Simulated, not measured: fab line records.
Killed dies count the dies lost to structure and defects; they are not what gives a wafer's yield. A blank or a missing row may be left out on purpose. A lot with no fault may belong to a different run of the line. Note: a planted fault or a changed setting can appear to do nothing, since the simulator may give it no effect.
Code-filled problem report in 8D (eight disciplines) form ; flow n5-finfet ; the parts of the form that need people (team, actions taken, sign-off) are left out

== 1. WHAT IS WRONG ==
Mean of time-to-endpoint-s at N5_BEOL_M9_CMP_52: 124 s across 3 wafers in 2 lots; on wafers with no fault it is 68 s (standard deviation 4.7). That puts it +12 standard deviations away from the usual mean.
The step: polishes, stops on SiCOH lowk, t overpolish 7 s, target thk 140 nm.
Seen first at day 14 18:59 on cmp-01, wafer L993.3. At this step, 36 wafers from 12 lots have a number in the record. The rule behind "out" and "out of limits": a value lying over 4 standard deviations away from the usual mean. Any other wafer with a number is counted as sound.

== 2. WHAT IT IS, AND WHAT IT ISN'T ==
question;is;is not
which readings at this step;time-to-endpoint-s;motor-current-A, retaining-ring-pressure-frac
which lots;L993, L996;L976, L977, L978, L979, L980, L982, L983, L986, L987, L988
which wafers of those lots;L993.3, L993.6, L996.6;L993.5, L996.1, L996.5
read on which tools;cmp-01, cmp-02;cmp-04
when;from day 14 18:59;"up to then (31 sound wafers); but 2 sound wafers of L996 came after"

== 3. WHAT RULES OUT EACH SUSPECT ==
Counting: any tool at a process step up to the reading remains a suspect provided it ran every lot that is out. Sound lots after the first of them don't rule it out here, since some wafers of a struck lot are sound.
- ecd-cu-01 at N5_BEOL_M9_ECD_50 (material Cu, target thk 318 nm): kept. Every lot that is out went through it, the first being L993 (day 14 18:29); the last sound lot it ran before that was L983 (day 12 11:06).
After counting, what remains is ecd-cu-01 at N5_BEOL_M9_ECD_50.

== 4. THE CAUSE (what the simulator had put in) ==
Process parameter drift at N5_BEOL_M9_ECD_50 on ecd-cu-01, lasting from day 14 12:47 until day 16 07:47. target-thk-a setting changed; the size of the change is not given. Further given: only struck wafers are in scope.
The count eliminated every tool but this one.

== 5. SEQUENCE OF EFFECTS, ordered by route ==
Each row: a reading whose mean over the struck wafers that have a number lies more than 3 standard deviations from the usual. Only readings whose record carries a usual standard deviation are examined. hours: median over the lots of the time between each lot's start at the first step of this table that gives one and its start at this step. sigmas: the change, counted in usual standard deviations.
hours;step;reading;usual;on struck wafers;change;sigmas
0;N5_BEOL_M9_CMP_52;time-to-endpoint-s;68 s;124;+56;+12
The process steps in it:
- N5_BEOL_M9_CMP_52: polishes, stops on SiCOH lowk, t overpolish 7 s, target thk 140 nm.
Later measuring or inspecting steps at which every struck wafer that the step has a row for has a number for every such reading, and none has moved that far: N5_BEOL_M9_THK_MEAS_53.

== 6. HOW IT WOULD HAVE BEEN CAUGHT EARLIER ==
The fault began at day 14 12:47; the first out-of-limits reading in this record came at day 14 18:59, 6 hours later.
Among the 2 lots that are out, L996 began N5_BEOL_M9_ECD_50 on ecd-cu-01 after day 14 18:59. A tool hold placed at that time would have kept it from harm.
